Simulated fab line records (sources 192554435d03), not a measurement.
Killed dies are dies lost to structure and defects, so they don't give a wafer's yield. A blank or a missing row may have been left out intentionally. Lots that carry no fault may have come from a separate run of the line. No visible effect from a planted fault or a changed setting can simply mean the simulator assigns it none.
Split-lot trial    flow n5Finfet    7 lots, 21 wafers read, on a route of 1938 steps

## SPLIT DETAILS
At N5_BEOL_M9_COAT_22 (resist thk 30 nm), the setting spinRpm was moved away from the recipe's 1500 rpm on 5 of the 21 wafers read, by -9.0% to +11.1%. The other wafers ran this setting at the recipe's value.

## FROM THE SPLIT TO THE READING: what the file shows between them, 4 steps
- N5_BEOL_M9_EBR_24
- N5_BEOL_M9_SOFTBAKE_23: time 60 s
- N5_BEOL_M9_EXPOSE_25: exposes mask V8
- N5_BEOL_M9_PEB_26: peb time 60 s

## THE READING
CAR-EUV_of_BEOL_M9_COAT_22.thkNm (the simulator's own value, which no gauge read), in nm, at N5_BEOL_M9_DEVELOP_27 (develop time 30 s). The file does not state a usual value for it. Across the 16 wafers here that went through the recipe, the average is 29.7 nm and the standard deviation 0.13 nm.

wafer   tool, chamber at the split  spinRpm as run, rpm  against the recipe  CAR-EUV_of_BEOL_M9_COAT_22.thkNm, nm  against lot-mates on the recipe
L074.3  lithoTrack-01, 0            1500                 recipe              29.6                                  -
L074.4  lithoTrack-01, 0            1500                 recipe              29.6                                  -
L074.6  lithoTrack-01, 0            1666                 +11.1%              28.2                                  -1.4
L075.1  lithoTrack-02, 0            1500                 recipe              29.6                                  -
L075.3  lithoTrack-02, 0            1500                 recipe              29.6                                  -
L075.4  lithoTrack-02, 0            1500                 recipe              29.6                                  -
L079.1  lithoTrack-02, 0            1500                 recipe              29.8                                  -
L079.6  lithoTrack-02, 0            1500                 recipe              29.8                                  -
L079.3  lithoTrack-02, 0            1643                 +9.5%               28.4                                  -1.4
L083.2  lithoTrack-04, 0            1500                 recipe              29.8                                  -
L083.4  lithoTrack-04, 0            1500                 recipe              29.8                                  -
L083.6  lithoTrack-04, 0            1432                 -4.5%               30.6                                  +0.8
L087.1  lithoTrack-01, 0            1500                 recipe              29.6                                  -
L087.4  lithoTrack-01, 0            1365                 -9.0%               31                                    +1.3
L087.6  lithoTrack-01, 0            1500                 recipe              29.8                                  -
L090.3  lithoTrack-01, 0            1500                 recipe              29.6                                  -
L090.4  lithoTrack-01, 0            1500                 recipe              29.8                                  -
L090.5  lithoTrack-01, 0            1434                 -4.4%               30.4                                  +0.7
L091.2  lithoTrack-02, 0            1500                 recipe              29.4                                  -
L091.5  lithoTrack-02, 0            1500                 recipe              29.4                                  -
L091.6  lithoTrack-02, 0            1500                 recipe              29.6                                  -

THE FIT
A straight line over all 21 wafers: CAR-EUV_of_BEOL_M9_COAT_22.thkNm changes by -0.143 nm for each +1% of spinRpm; r = -0.97; the points scatter about the line by 0.14 nm.
The same after taking each lot's own level away (the mean of its wafers on the recipe; 21 wafers): -0.141 nm for each +1%; r = -0.99; scatter 0.08 nm.
According to that fit, moving spinRpm by its largest amount changes the reading by 1.6 nm.
Across the lots, their own levels run from 29.47 to 29.80 nm, a range of 2.5 times the standard deviation given above.
So the lot-to-lot level changes the slope little: the two slopes agree.
Check: with one of the wafers moved furthest among these (+11.1%) left out of the fit, the line predicts -1.65 nm for it against its lot-mates. Against them it came out at -1.4 nm.

## THESE WAFERS: OTHER SPLITS
Note: prior to the reading, these wafers also went through further splits. Each is held against what the fit with the lots' levels taken away leaves over:
other split on the same wafers     wafers away from the commonest value  r with CAR-EUV_of_BEOL_M9_COAT_22.thkNm (lot level and that fit taken away)
N5_BEOL_M6_COAT_60 spinRpm         9                                     +0.08
N5_BEOL_M6_ETCH_62 timeS           5                                     +0.16
N5_BEOL_M6_TRENCH_ETCH_37 sourceW  7                                     +0.10
N5_BEOL_M8_ETCH_62 sourceW         10                                    +0.16
N5_BEOL_M9_ETCH_62 sourceW         6                                     +0.29

## THE WHOLE CHAIN: every reading that the file lists as answering this split, in the file's order
step                   what it does       reading                                                                            change (the file's fit)                r (the file's)
N5_BEOL_M9_COAT_22     resist thk 30 nm   CAR-EUV_of_BEOL_M9_COAT_22.thkNm (the simulator's own value, which no gauge read)  -0.146 nm for each +1% of the setting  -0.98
N5_BEOL_M9_DEVELOP_27  develop time 30 s  CAR-EUV_of_BEOL_M9_COAT_22.thkNm (the simulator's own value, which no gauge read)  -0.141 nm for each +1% of the setting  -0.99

## FILE'S OWN FIT
CAR-EUV_of_BEOL_M9_COAT_22.thkNm changes by -0.141 nm for each +1% of spinRpm, r = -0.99.
